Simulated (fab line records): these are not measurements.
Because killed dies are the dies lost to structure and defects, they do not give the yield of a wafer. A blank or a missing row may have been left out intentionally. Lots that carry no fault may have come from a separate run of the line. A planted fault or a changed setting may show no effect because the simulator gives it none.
Struck lot and sound lot, side by side + flow nandHarc + 15 steps out of a route of 1302
Sound: wafers L650.3, L650.5, L650.6. Wafers L647.1, L647.2, L647.4 were the ones struck. Last of all comes the cause.
For every step that has rows: the tool of each side, followed by ch and its chambers, followed by its first start. Under that, the readings that differ: sound wafers + struck wafers + difference of the means + sigmas: that difference in standard deviations of wafers without a fault.
alike: readings with means less than 2 such deviations apart, plus words and numbers identical on both sides. not compared: withheld readings, readings lacking a value on some wafer, bounds such as >300 that could conceal the same value, and numbers that have no deviation in the record and whose values overlap.
A row with sigmas, a row that says differs or no value, or rows on one side alone: a step with any of these is where the two part. Non-overlapping numbers with no deviation appear without sigmas and do not part them. Lack of a reading on every wafer of one side parts them only where that side has two or more wafers.

NHARC_P_GATE_CD_MEAS_59: target cd 720 nm.
  sound on cdSem-03 ch 0, day 13 11:31; struck on cdSem-03 ch 0, day 11 15:52
  alike: cdNm
then, 1 step without rows for these wafers: NHARC_P_GATE_HARDBAKE_60 (time 80 s).
NHARC_P_GATE_DESCUM_61: chemistry O2, time 3 s.
  sound on rieDiel-04 ch 1,2,3, day 13 11:42; struck on rieDiel-04 ch 0,1,3, day 11 16:02
  alike: chamberPressureMTorr, drypumpMotorCurrentA, oesProductAu, rfVppV, showerheadPlenumPTorr, throttleValvePct
  not compared: rfHoursCounterH
next, for these wafers, 1 step has no rows: NHARC_P_GATE_IMPLANT_62.
NHARC_P_GATE_STRIP_112: strips in N2/H2, time 200 s.
  sound on plasmaAsher-02 ch 0,1, day 13 12:10; struck on plasmaAsher-01 ch 0,1, day 11 16:24
  alike: drypumpMotorCurrentA, heaterPowerW
  not compared: rfHoursCounterH
NHARC_P_GATE_STRIP_76: strips in O2.
  sound on plasmaAsher-02 ch 0,1, day 13 12:20; struck on plasmaAsher-01 ch 0,1, day 11 16:39
  alike: drypumpMotorCurrentA, heaterPowerW
  not compared: rfHoursCounterH
then, 6 steps without rows for these wafers: NHARC_P_GATE_STRIP_63 (strips in SPM, time 900 s); NHARC_P_GATE_DEHYDRATE_83 (time 120 s); NHARC_P_GATE_HMDS_84 (time 30 s); NHARC_P_GATE_COAT_85; NHARC_P_GATE_SOFTBAKE_86 (time 95 s); NHARC_P_GATE_EBR_87.
NHARC_P_GATE_EXPOSE_88: exposes mask P HVN, target cd 2000 nm.
  sound on krfScanner-01 ch 0, day 13 12:56; struck on krfScanner-04 ch 0, day 11 17:17
| reading                      | sound                | struck               | difference | sigmas |
|------------------------------|----------------------|----------------------|------------|--------|
| model.P_GATE.overlayXNm (nm) | -3.627 -3.627 -3.627 | -135.7 -135.7 -135.7 | -132.1     |        |
  alike: mask
then, 1 step without rows for these wafers: NHARC_P_GATE_PEB_89 (peb time 85 s).
-- record jumps: 19 days between struck wafers' starts before vs after; left off in module P_GATE, resumes in module END, first step shown is number 1302 of the route --
NHARC_END_SORT_01:
  the record has rows for the struck wafers here (prober-02 ch 0, day 30 10:17) and none for the sound ones

== WHERE THEY PART ==
Only at NHARC_END_SORT_01, as far as this record shows.

WHY: what the simulator had put in
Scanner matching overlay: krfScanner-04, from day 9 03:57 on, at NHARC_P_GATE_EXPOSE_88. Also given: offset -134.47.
